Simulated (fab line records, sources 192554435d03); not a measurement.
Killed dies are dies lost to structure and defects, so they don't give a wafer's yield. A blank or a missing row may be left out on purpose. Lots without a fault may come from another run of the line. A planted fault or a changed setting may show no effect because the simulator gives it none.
Split-lot experiment | flow n5_finfet | 7 lots, 21 wafers read, on a route of 1938 steps

THE SPLIT
At N5_BEOL_M0_ETCH_138 (etches SiCN in CH3F/O2, target depth 12 nm, time 31.6 s), the setting source_w was moved away from the recipe's 395 W on 4 of the 21 wafers read, by +4.8% to +16.9%. The other wafers ran this setting at the recipe's value.

The reading is taken at the split's own step.

THE READING
rf_vpp_V, in V, at N5_BEOL_M0_ETCH_138 (etches SiCN in CH3F/O2, target depth 12 nm, time 31.6 s). Fault-free wafers of this fab line usually give 296.8 V, standard deviation 1.4 V.

wafer  | tool, chamber at the split | source_w as run, W | against the recipe | rf_vpp_V, V | against lot-mates on the recipe
L081.2 | rie_diel-06, 1             | 395                | recipe             | 295.5       | -
L081.3 | rie_diel-06, 0             | 413.8              | +4.8%              | 291.5       | -4.0
L081.6 | rie_diel-06, 1             | 413.8              | +4.8%              | 291.5       | -4.0
L082.2 | rie_diel-06, 3             | 395                | recipe             | 296.9       | -
L082.3 | rie_diel-06, 1             | 395                | recipe             | 297.2       | -
L082.5 | rie_diel-06, 1             | 395                | recipe             | 295.9       | -
L087.1 | rie_diel-02, 1             | 395                | recipe             | 294.9       | -
L087.3 | rie_diel-02, 3             | 461.9              | +16.9%             | 281.4       | -15.1
L087.5 | rie_diel-02, 2             | 395                | recipe             | 298.2       | -
L088.1 | rie_diel-06, 1             | 395                | recipe             | 296.5       | -
L088.4 | rie_diel-06, 3             | 395                | recipe             | 295.6       | -
L088.5 | rie_diel-06, 2             | 395                | recipe             | 298.0       | -
L089.3 | rie_diel-06, 0             | 433.7              | +9.8%              | 287.1       | -9.1
L089.4 | rie_diel-06, 2             | 395                | recipe             | 296.9       | -
L089.5 | rie_diel-06, 0             | 395                | recipe             | 295.5       | -
L092.2 | rie_diel-02, 2             | 395                | recipe             | 298.8       | -
L092.5 | rie_diel-02, 1             | 395                | recipe             | 296.1       | -
L092.6 | rie_diel-02, 2             | 395                | recipe             | 298.6       | -
L096.3 | rie_diel-04, 1             | 395                | recipe             | 297.6       | -
L096.4 | rie_diel-04, 0             | 395                | recipe             | 296.7       | -
L096.5 | rie_diel-04, 3             | 395                | recipe             | 293.5       | -

THE FIT
A straight line over all 21 wafers: rf_vpp_V changes by -0.928 V for each +1% of source_w; r = -0.95; the points scatter about the line by 1.3 V.
The same after taking each lot's own level away (the mean of its wafers on the recipe; 21 wafers): -0.898 V for each +1%; r = -0.96; scatter 1.1 V.
On that fit, the largest move of source_w shifts the reading by 15 V.
The lots' own levels span 295.50 to 297.83 V, that is 1.7 times the standard deviation above.
So the lot-to-lot level changes the slope little: the two slopes agree.
Check: with one of the wafers moved furthest among these (+16.9%) left out of the fit, the line predicts -15.3 V for it against its lot-mates. It came out at -15.1 V against them.
Tool readings at the split's step, against how far the setting was moved: rf_vpp_V r = -0.95.

OTHER SPLITS ON THESE WAFERS
These wafers also went through other splits before the reading. Each is held against what the fit with the lots' levels taken away leaves over:
other split on the same wafers    | wafers away from the commonest value | r with rf_vpp_V (lot level and that fit taken away)
N5_BEOL_M0_CUTY_EXPOSE_54 dose_mj | 7                                    | -0.23

THE FILE'S OWN FIT
rf_vpp_V changes by -0.901 V for each +1% of source_w, r = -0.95.
